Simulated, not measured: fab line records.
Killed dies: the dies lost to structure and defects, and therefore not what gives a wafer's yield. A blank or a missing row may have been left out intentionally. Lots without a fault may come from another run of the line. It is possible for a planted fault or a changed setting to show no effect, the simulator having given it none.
fab line records	flow n5Finfet
[record] lots = 7	wafers = 39
route steps=1938 shown ZERO_LAYER@11 SD_EPI_P@321 SD_ACTIVATION@330 HKMG_FIN@433 GATE_CUT@490
startH: hours from the record's first day to the start of the lot's first wafer shown	waitH: hours since the lot's step before	" unchanged from the row above	L1.1+2: a single row standing in for several wafers	- no value present, or no start provided	* or withheld: withheld	< > ~ a bound
route shown NAME@n: names a module that has steps shown in the file, with the first one's number in the route	usual: average and standard deviation across the fault-free wafers	same: alike in all rows	chamber/n: place in a boat	sites: per-site readings	_std_site: their standard deviation	_edge_site: the outer-site mean with the inner-site mean subtracted	radiusMm: how far each site lies from the wafer's centre	mask NAME#n: copy n	behind: the most recent tool/chamber to have shaped the wafer	hold: reason for holding the lot/hours on hold/outcome of the hold	device: whichever transistor did not switch (one of n, p or np)	end of line: tests run on the same wafers once the route is complete	for a step that has no rows: nothing shown but its recipe	killed: the dies lost at the first sort to structure and to defects; this is not the yield of the wafer	map: a wafer's dies, marking killed ones x, the rest . and places with no die _
set.NAME: the setting that was run; set.NAME@STEP: the one run at that earlier step	model.NAME: the simulator's own value behind a step, which no gauge read
lots with deliberately changed settings; one table per step, one row per wafer
[[steps]]
[step N5_ZERO_LAYER_DEVELOP_10]
[recipe] developTimeS = 60	rinseLiquid = diw	dry = airSpin	devTempC = 21
lot.wafer	tool	chamber	startH	waitH	set.developTimeS
L079.1+2+4	lithoTrack-01	0	-	-	31.55
L079.3+5+6	"	0	"	"	60
L081.1+4+6	lithoTrack-02	0	-	-	60
L087.1+2+3+4+5+6	lithoTrack-02	0	-	-	60
L088.1+3+6	lithoTrack-04	0	-	-	60
L088.2+4+5	"	0	"	"	94.12
L089.1+3+5	lithoTrack-04	0	-	-	60
L089.2+4+6	"	0	"	"	32.99
L092.1+2+5	lithoTrack-02	0	-	-	60
L092.3+4+6	"	0	"	"	81.02
L094.1+2+3+4+5+6	lithoTrack-04	0	-	-	60
[step N5_ZERO_LAYER_HARDBAKE_23]
[recipe] tempC = 130	timeS = 120
[step N5_ZERO_LAYER_CD_MEAS_11]
[recipe] targetCdNm = 2000	landingEnergyEv = 500	detector = seInlens
[usual] cdNm = 1998.3/2.3
lot.wafer	tool	chamber	startH	waitH	set.developTimeS@ZERO_LAYER_DEVELOP_10	cdNm
L079.1	cdSem-03	0	42.65	-	31.55	1981.5
L079.2	"	0	"	"	31.55	1981.9
L079.3	"	0	"	"	60	2000.4
L079.4	"	0	"	"	31.55	1980.6
L079.5	"	0	"	"	60	1997.6
L079.6	"	0	"	"	60	1997.9
L081.1	cdSem-02	0	54.79	-	60	1997.7
L081.4	"	0	"	"	60	2003.7
L081.6	"	0	"	"	60	1994.7
L087.1	cdSem-02	0	90.77	-	60	1995.1
L087.2	"	0	"	"	60	2000.7
L087.3	"	0	"	"	60	1997.7
L087.4	"	0	"	"	60	1998.9
L087.5	"	0	"	"	60	2001.8
L087.6	"	0	"	"	60	2000.0
L088.1	cdSem-03	0	96.64	-	60	1998.9
L088.2	"	0	"	"	94.12	2005.7
L088.3	"	0	"	"	60	1997.7
L088.4	"	0	"	"	94.12	2011.2
L088.5	"	0	"	"	94.12	2006.0
L088.6	"	0	"	"	60	2001.4
L089.1	cdSem-03	0	102.77	-	60	1998.7
L089.2	"	0	"	"	32.99	1988.2
L089.3	"	0	"	"	60	1999.2
L089.4	"	0	"	"	32.99	1985.5
L089.5	"	0	"	"	60	1998.4
L089.6	"	0	"	"	32.99	1983.7
L092.1	cdSem-02	0	120.64	-	60	2001.7
L092.2	"	0	"	"	60	1997.6
L092.3	"	0	"	"	81.02	2009.7
L092.4	"	0	"	"	81.02	2005.8
L092.5	"	0	"	"	60	1994.6
L092.6	"	0	"	"	81.02	2006.0
L094.1	cdSem-01	0	132.77	-	60	1997.0
L094.2	"	0	"	"	60	1996.6
L094.3	"	0	"	"	60	1996.9
L094.4	"	0	"	"	60	2002.4
L094.5	"	0	"	"	60	1996.8
L094.6	"	0	"	"	60	2000.3
[step N5_ZERO_LAYER_DESCUM_16]
[recipe] chemistry = O2	timeS = 7.9	sourcePowerW = 50	biasPowerW = 20	pressureMtorr = 20	rfFrequencyHz = 2.712e+07	tempC = 40	o2FlowSccm = 225
lot.wafer	tool	chamber	startH	waitH	set.developTimeS@ZERO_LAYER_DEVELOP_10	model.ZERO_LAYER.cdNm
L079.1+2	rieDiel-06	1,3	42.94	0.3	31.55	1982
L079.3	"	0	"	"	60	2000
L079.4	"	2	"	"	31.55	1981
L079.5+6	"	1,0	"	"	60	1998
L081.1	rieDiel-02	0	54.83	0.0	60	1998
L081.4	"	2	"	"	60	2003
L081.6	"	1	"	"	60	1995
L087.1	rieDiel-05	2	90.80	0.0	60	1995
L087.2	"	1	"	"	60	2001
L087.3	"	3	"	"	60	1998
L087.4	"	0	"	"	60	1999
L087.5	"	0	"	"	60	2002
L087.6	"	1	"	"	60	2000
L088.1	rieDiel-02	2	96.68	0.0	60	1999
L088.2+5	"	1	"	"	94.12	2006
L088.3	"	3	"	"	60	1998
L088.4	"	0	"	"	94.12	2011
L088.6	"	2	"	"	60	2002
L089.1+3+5	rieDiel-02	1,0,3	102.81	0.0	60	1999
L089.2	"	2	"	"	32.99	1988
L089.4	"	3	"	"	32.99	1985
L089.6	"	0	"	"	32.99	1984
L092.1	rieDiel-02	0	120.68	0.0	60	2002
L092.2	"	2	"	"	60	1998
L092.3	"	3	"	"	81.02	2010
L092.4+6	"	1,0	"	"	81.02	2006
L092.5	"	1	"	"	60	1995
L094.1+2+3+5	rieDiel-05	2,3,0,3	132.80	0.0	60	1997
L094.4	"	1	"	"	60	2002
L094.6	"	2	"	"	60	2001
[step N5_SD_EPI_P_EPI_21]
[recipe] material = SiGe:B	dopant = B	tempC = 550	pressureTorr = 20	ambient = H2	timeS = 355
lot.wafer	tool	chamber	startH	waitH	set.timeS	model.SiGe-B_of_SD_EPI_P_EPI_21.thkNm
L079.1	epiRpcvd-03	0	84.82	0.1	355	60.4
L079.2	"	0	"	"	439.7	71
L079.3+4	"	0	"	"	355	61
L079.5	"	0	"	"	439.7	71.4
L079.6	"	0	"	"	439.7	70.4
L081.1	epiRpcvd-04	0	96.74	0.1	355	60.4
L081.4	"	0	97.82	1.1	355	60
L081.6	"	0	"	"	355	61.2
L087.1+2	epiRpcvd-04	0	134.08	0.2	355	60.2
L087.3	"	0	"	"	355	60
L087.4	"	0	"	"	355	60.6
L087.5	"	0	"	"	355	59.6
L087.6	"	0	"	"	355	59.8
L088.1+6	epiRpcvd-01	0	142.02	0.2	511.5	79
L088.2	"	0	"	"	355	60.8
L088.3	"	0	"	"	355	61.6
L088.4	"	0	"	"	355	61
L088.5	"	0	"	"	511.5	77.8
L089.1	epiRpcvd-04	0	146.50	0.3	355	61.2
L089.2	"	0	"	"	355	60.6
L089.3	"	0	"	"	531.1	81.4
L089.4+5	"	0	"	"	531.1	80
L089.6	"	0	149.70	3.2	355	60.4
L092.1	epiRpcvd-03	0	162.70	0.1	355	61.4
L092.2+5	"	0	"	"	355	61
L092.3+4	"	0	"	"	355	61.2
L092.6	"	0	164.50	1.8	355	60.6
L094.1+2	epiRpcvd-04	0	176.27	0.2	355	60.8
L094.3	"	0	"	"	355	61.2
L094.4	"	0	"	"	492.1	76.8
L094.5	"	0	"	"	492.1	76.4
L094.6	"	0	"	"	492.1	75.8
[step N5_SD_EPI_P_EPI_MEAS_23]
[recipe] mode = xrd
[usual] thkNm = 60.8/1.2
lot.wafer	tool	chamber	startH	waitH	set.timeS@SD_EPI_P_EPI_21	thkNm
L079.1	filmMetro-02	-	87.02	1.8	355	60.2
L079.2	"	-	"	"	439.7	70.8
L079.3	"	-	"	"	355	59.6
L079.4	"	-	"	"	355	61.3
L079.5	"	-	"	"	439.7	73.1
L079.6	"	-	"	"	439.7	72.1
L081.1	filmMetro-02	-	98.93	1.8	355	61.8
L081.4	"	-	"	"	355	60.2
L081.6	"	-	"	"	355	62.5
L087.1	filmMetro-02	-	136.99	2.4	355	59.8
L087.2	"	-	"	"	355	60.4
L087.3	"	-	"	"	355	60.0
L087.4	"	-	"	"	355	60.1
L087.5	"	-	"	"	355	58.6
L087.6	"	-	"	"	355	58.7
L088.1	filmMetro-01	-	144.94	2.4	511.5	80.8
L088.2	"	-	"	"	355	61.6
L088.3	"	-	"	"	355	59.4
L088.4	"	-	"	"	355	62.3
L088.5	"	-	"	"	511.5	77.8
L088.6	"	-	"	"	511.5	79.4
L089.1	filmMetro-01	-	150.38	3.2	355	61.9
L089.2	"	-	"	"	355	61.8
L089.3	"	-	"	"	531.1	80.9
L089.4	"	-	"	"	531.1	80.4
L089.5	"	-	"	"	531.1	80.1
L089.6	"	-	"	"	355	60.1
L092.1	filmMetro-02	-	164.89	1.8	355	59.8
L092.2	"	-	"	"	355	60.9
L092.3	"	-	"	"	355	61.6
L092.4	"	-	"	"	355	60.3
L092.5	"	-	"	"	355	60.5
L092.6	"	-	"	"	355	61.4
L094.1	filmMetro-01	-	179.18	2.4	355	59.6
L094.2	"	-	"	"	355	61.8
L094.3	"	-	"	"	355	62.0
L094.4	"	-	"	"	492.1	76.6
L094.5	"	-	"	"	492.1	77.1
L094.6	"	-	"	"	492.1	73.3
[step N5_SD_EPI_P_HM_STRIP_48]
[recipe] chemistry = H3PO4	tempC = 160	material = SiNx	target = SiNx	targetDepthA = 30	overetchFraction = 0.3
[step N5_SD_EPI_P_SRD_49]
[recipe] dry = ipaMarangoni	timeS = 30	tempC = 23	rinseLiquid = diw
[step N5_SD_ACTIVATION_RTA_00]
[recipe] tempC = 975	timeS = 0	ambient = N2	idleTempC = 600	rampUpCPerS = 150	rampDownCPerS = 60	coolToC = 600
[step N5_SD_ACTIVATION_LSA_01]
[recipe] tempC = 1080	timeS = 0.0008	ambient = N2
[step N5_SD_ACTIVATION_RS_MEAS_03]
[recipe] thkMeasGauge = four-point-probe
[usual] RS_SD_N = 21.91/0.29	RS_SD_P = 56.4/0.82
lot.wafer	tool	chamber	startH	waitH	set.timeS@SD_EPI_P_EPI_21	RS_SD_N[ohm/sq]	RS_SD_P[ohm/sq]
L079.1	filmMetro-02	-	87.63	0.2	355	22.34	55.8
L079.2	"	-	"	"	439.7	22.07	47.7
L079.3	"	-	"	"	355	22.72	55.8
L079.4	"	-	"	"	355	22.06	56.0
L079.5	"	-	"	"	439.7	22.33	47.6
L079.6	"	-	"	"	439.7	22.34	48.3
L081.1	filmMetro-02	-	99.54	0.2	355	21.81	57.4
L081.4	"	-	"	"	355	22.17	57.6
L081.6	"	-	"	"	355	21.84	56.4
L087.1	filmMetro-01	-	137.60	0.2	355	21.96	57.1
L087.2	"	-	"	"	355	21.89	56.6
L087.3	"	-	"	"	355	21.77	57.0
L087.4	"	-	"	"	355	22.11	56.8
L087.5	"	-	"	"	355	22.04	57.4
L087.6	"	-	"	"	355	21.75	57.3
L088.1	filmMetro-02	-	145.64	0.2	511.5	21.74	43.1
L088.2	"	-	"	"	355	22.03	56.1
L088.3	"	-	"	"	355	21.67	55.3
L088.4	"	-	"	"	355	21.80	56.0
L088.5	"	-	"	"	511.5	21.64	44.1
L088.6	"	-	"	"	511.5	21.90	43.1
L089.1	filmMetro-02	-	151.00	0.2	355	22.18	56.0
L089.2	"	-	"	"	355	21.91	56.8
L089.3	"	-	"	"	531.1	21.84	42.4
L089.4	"	-	"	"	531.1	21.41	43.0
L089.5	"	-	"	"	531.1	21.90	43.1
L089.6	"	-	"	"	355	22.05	56.6
L092.1	filmMetro-01	-	165.63	0.2	355	22.05	55.4
L092.2	"	-	"	"	355	22.04	55.2
L092.3	"	-	"	"	355	21.82	55.5
L092.4	"	-	"	"	355	21.84	55.7
L092.5	"	-	"	"	355	21.91	55.7
L092.6	"	-	"	"	355	22.03	55.9
L094.1	filmMetro-01	-	179.90	0.2	355	21.73	56.1
L094.2	"	-	"	"	355	21.63	56.6
L094.3	"	-	"	"	355	21.93	56.4
L094.4	"	-	"	"	492.1	21.46	44.6
L094.5	"	-	"	"	492.1	21.89	45.2
L094.6	"	-	"	"	492.1	22.05	45.3
[step N5_HKMG_FIN_DESCUM_17]
[recipe] chemistry = O2	timeS = 7.9	sourcePowerW = 50	biasPowerW = 20	pressureMtorr = 20	rfFrequencyHz = 2.712e+07	tempC = 40	resist = CAR-ArF	o2FlowSccm = 225
lot.wafer	tool	chamber	startH	waitH	set.timeS	model.CAR-ArF_of_HKMG_FIN_COAT_06.thkNm
L079.1+4	rieDiel-01	1,0	104.16	0.0	7.9	83.4
L079.2	"	2	"	"	4.587	85.8
L079.3	"	3	"	"	4.587	85.6
L079.5	"	0	"	"	4.587	85.4
L079.6	"	3	"	"	7.9	83.6
L081.1+4+6	rieDiel-03	1,3,2	116.51	0.1	7.9	83.2
L087.1+2+3	rieDiel-03	3,1,2	155.87	0.0	7.9	83.4
L087.4+6	"	0,2	"	"	9.651	82.4
L087.5	"	1	"	"	9.651	82.2
L088.1+3	rieDiel-01	3,1	161.54	0.0	6.224	84.2
L088.2+4	"	2,0	"	"	7.9	83.4
L088.5	"	2	"	"	6.224	84.6
L088.6	"	3	"	"	7.9	83.6
L089.1+2+5	rieDiel-03	2,1,1	167.72	0.5	9.802	82.6
L089.3+6	"	3,0	"	"	7.9	83.8
L089.4	"	0	"	"	7.9	84.2
L092.1	rieDiel-03	3	182.37	0.0	7.9	83.2
L092.2+6	"	1,2	"	"	4.737	85
L092.3	"	0	"	"	7.9	83
L092.4	"	2	"	"	4.737	84.8
L092.5	"	1	"	"	7.9	83.4
L094.1+3+4	rieDiel-03	1,2,1	199.87	0.7	11.93	80.8
L094.2+5	"	0	"	"	7.9	83.2
L094.6	"	2	"	"	7.9	83.4
[step N5_HKMG_FIN_ETCH_31]
[recipe] chemistry = CF4	target = SiARC	targetDepthA = 455	maskMaterial = CAR-ArF	timeS = 75.8	ionEnergyEv = 80	pressureMtorr = 40	sourceW = 545	biasW = 36	Ar_flow_sccm = 100	cf4FlowSccm = 100	ends = cleared
lot.wafer	tool	chamber	startH	waitH	set.timeS@HKMG_FIN_DESCUM_17	model.CAR-ArF_of_HKMG_FIN_COAT_06.thkNm
L079.1	rieDiel-01	1	104.20	0.0	7.9	50.8
L079.2+3	"	2,3	"	"	4.587	53
L079.4	"	0	"	"	7.9	50.6
L079.5	"	0	"	"	4.587	52.8
L079.6	"	3	"	"	7.9	51
L081.1	rieDiel-03	1	116.55	0.0	7.9	50.4
L081.4+6	"	3,2	"	"	7.9	50.6
L087.1	rieDiel-03	3	155.90	0.0	7.9	51
L087.2	"	1	"	"	7.9	50.8
L087.3	"	2	"	"	7.9	51.2
L087.4+6	"	0,2	"	"	9.651	50
L087.5	"	1	"	"	9.651	49.8
L088.1+3	rieDiel-01	3,1	161.57	0.0	6.224	51.8
L088.2+4	"	2,0	"	"	7.9	50.8
L088.5	"	2	"	"	6.224	52
L088.6	"	3	"	"	7.9	51
L089.1+2+5	rieDiel-03	2,1,1	167.76	0.0	9.802	50.2
L089.3	"	3	"	"	7.9	51.2
L089.4	"	0	"	"	7.9	51.6
L089.6	"	0	"	"	7.9	51.4
L092.1+5	rieDiel-03	3,1	182.40	0.0	7.9	50.6
L092.2+6	"	1,2	"	"	4.737	52.4
L092.3	"	0	"	"	7.9	50.4
L092.4	"	2	"	"	4.737	52.2
L094.1+3+4	rieDiel-03	1,2,1	199.91	0.0	11.93	48.2
L094.2+5+6	"	0,0,2	"	"	7.9	50.8
[step N5_GATE_CUT_DESCUM_18]
[recipe] chemistry = O2	timeS = 7	sourcePowerW = 50	biasPowerW = 20	pressureMtorr = 20	rfFrequencyHz = 2.712e+07	tempC = 40	resist = CAR-EUV	o2FlowSccm = 225
lot.wafer	tool	chamber	startH	waitH	set.timeS	model.CAR-EUV_of_GATE_CUT_COAT_07.thkNm
L079.1+4+5	rieDiel-02	3,1,3	114.15	0.3	3.743	27.8
L079.2+6	"	0,2	"	"	7	26
L079.3	"	2	"	"	7	26.2
L081.1+6	rieDiel-02	3,1	124.59	0.0	7	26.2
L081.4	"	1	"	"	7	26
L087.1	rieDiel-02	2	164.22	0.0	8.212	25.6
L087.2+4+5	"	3,0,2	"	"	7	26
L087.3+6	"	1,3	"	"	8.212	25.4
L088.1+2	rieDiel-02	1,0	170.07	0.2	11.15	23.8
L088.3+5	"	3,1	"	"	7	26
L088.4	"	2	"	"	7	25.8
L088.6	"	2	"	"	11.15	24
L089.1	rieDiel-06	0	176.33	0.1	4.95	27.2
L089.2	"	2	"	"	7	26
L089.3+4	"	3,1	"	"	7	26.2
L089.5+6	"	2,3	"	"	4.95	27
L092.1+4	rieDiel-06	0,2	190.71	0.0	3.546	27.6
L092.2+3+6	"	3,1,1	"	"	7	26
L092.5	"	2	"	"	3.546	27.8
L094.1+2+4+5+6	rieDiel-05	1,3,0,1,3	209.52	0.0	7	26
L094.3	"	0	"	"	7	25.8
[[key]]
[split] step = N5_ZERO_LAYER_DEVELOP_10	setting = developTimeS	stated = 60	by = wafer
[response] step = N5_ZERO_LAYER_CD_MEAS_11	reading = cdNm	change = +0.252	per = 1%	r = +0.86
[response] step = N5_ZERO_LAYER_DESCUM_16	reading = model.ZERO_LAYER.cdNm	change = +0.254	per = 1%	r = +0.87
[split] step = N5_SD_EPI_P_EPI_21	setting = timeS	stated = 355	by = wafer
[response] step = N5_SD_EPI_P_EPI_21	reading = model.SiGe-B_of_SD_EPI_P_EPI_21.thkNm	change = +0.4	per = 1%	r = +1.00
[response] step = N5_SD_EPI_P_EPI_MEAS_23	reading = thkNm	change = *	per = 1%	r = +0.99
[response] step = N5_SD_ACTIVATION_RS_MEAS_03	reading = RS_SD_P	change = -0.286	per = 1%	r = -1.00
[split] step = N5_HKMG_FIN_DESCUM_17	setting = timeS	stated = 7.9	by = wafer
[response] step = N5_HKMG_FIN_DESCUM_17	reading = model.CAR-ArF_of_HKMG_FIN_COAT_06.thkNm	change = -0.0479	per = 1%	r = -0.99
[response] step = N5_HKMG_FIN_ETCH_31	reading = model.CAR-ArF_of_HKMG_FIN_COAT_06.thkNm	change = -0.0492	per = 1%	r = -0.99
[split] step = N5_GATE_CUT_DESCUM_18	setting = timeS	stated = 7	by = wafer
[response] step = N5_GATE_CUT_DESCUM_18	reading = model.CAR-EUV_of_GATE_CUT_COAT_07.thkNm	change = -0.0347	per = 1%	r = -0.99
